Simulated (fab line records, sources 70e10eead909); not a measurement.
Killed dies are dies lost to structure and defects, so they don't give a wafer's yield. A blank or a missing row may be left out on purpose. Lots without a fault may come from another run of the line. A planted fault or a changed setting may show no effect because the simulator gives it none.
Chamber matching | flow nand_harc | NHARC_A_CONTACT_ETCH_48 on rie_diel-06: 4 sister chambers
The step etches the open film in CF4, target depth 39 nm, time 65 s. 4 wafers are shown with their chamber, then 12 later ones without.

WAFERS WITH THEIR CHAMBER
wafer  | chamber | drypump_motor_current_A (A)
L090.6 | 1       | 5.1
L090.4 | 0       | 6.4
L091.4 | 3       | 5.3
L091.5 | 2       | 6.3

WAFERS WITHOUT THEIR CHAMBER
wafer  | drypump_motor_current_A (A)
L093.1 | 6.4
L093.4 | 6.3
L093.5 | 5.3
L095.2 | 5.0
L095.3 | 6.4
L095.6 | 5.3
L097.3 | 5.3
L097.4 | 6.3
L097.6 | 6.3
L097.1 | 6.4
L097.2 | 5.0
L097.5 | 5.3

WHICH CHAMBER EACH WENT THROUGH
wafer  | from the rows above | in truth
L093.1 | 0                   | 0
L093.4 | 2                   | 2
L093.5 | 3                   | 3
L095.2 | 1                   | 1
L095.3 | 0                   | 0
L095.6 | 3                   | 3
L097.3 | 3                   | 3
L097.4 | 2                   | 2
L097.6 | 2                   | 2
L097.1 | 0                   | 0
L097.2 | 1                   | 1
L097.5 | 3                   | 3
Placed correctly: 12 of 12. Can't be placed from these rows: 0. Placed wrongly: 0.
How it was worked out, from the rows above alone: a wafer's distance from a chamber is the root of the sum, over the readings, of the square of ((its reading less the chamber's mean) divided by the reading's scatter). The wafer belongs to the nearest chamber; if the next one is less than 2 further off, it can't be placed. A chamber's mean is the mean of its shown wafers. The scatter: with one shown wafer a chamber, the root of the mean of the squares of how far each hidden wafer lies from its nearest shown one.
